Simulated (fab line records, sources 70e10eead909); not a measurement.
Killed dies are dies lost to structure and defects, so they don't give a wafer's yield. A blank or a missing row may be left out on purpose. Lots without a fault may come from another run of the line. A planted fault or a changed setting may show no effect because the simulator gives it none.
Chamber matching | flow nand_harc | NHARC_A_CHANNEL_FILL_D2_ALD_02 on ald_hk-03: 4 sister chambers
The step deposits SiO2, target thk 6 nm, pulse time 10 s, ald cycles 60. 4 wafers are shown with their chamber, then 8 later ones without.

WAFERS WITH THEIR CHAMBER
wafer  | chamber | heater_power_w (W)
L080.5 | 1       | 568
L081.1 | 0       | 453
L081.2 | 3       | 605
L085.1 | 2       | 489

WAFERS WITHOUT THEIR CHAMBER
wafer  | heater_power_w (W)
L085.2 | 559
L085.6 | 557
L092.3 | 488
L092.4 | 467
L092.6 | 473
L097.2 | 613
L097.4 | 561
L097.5 | 608

WHICH CHAMBER EACH WENT THROUGH
wafer  | from the rows above     | in truth
L085.2 | 1                       | 1
L085.6 | 1                       | 1
L092.3 | 2                       | 2
L092.4 | can't be placed: 0 or 2 | 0
L092.6 | can't be placed: 2 or 0 | 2
L097.2 | 3                       | 3
L097.4 | 1                       | 1
L097.5 | 3                       | 3
Placed correctly: 6 of 8. Can't be placed from these rows: 2 (the true chamber is among the candidates in 2). Placed wrongly: 0.
How it was worked out, from the rows above alone: a wafer's distance from a chamber is the root of the sum, over the readings, of the square of ((its reading less the chamber's mean) divided by the reading's scatter). The wafer belongs to the nearest chamber; if the next one is less than 2 further off, it can't be placed. A chamber's mean is the mean of its shown wafers. The scatter: with one shown wafer a chamber, the root of the mean of the squares of how far each hidden wafer lies from its nearest shown one.
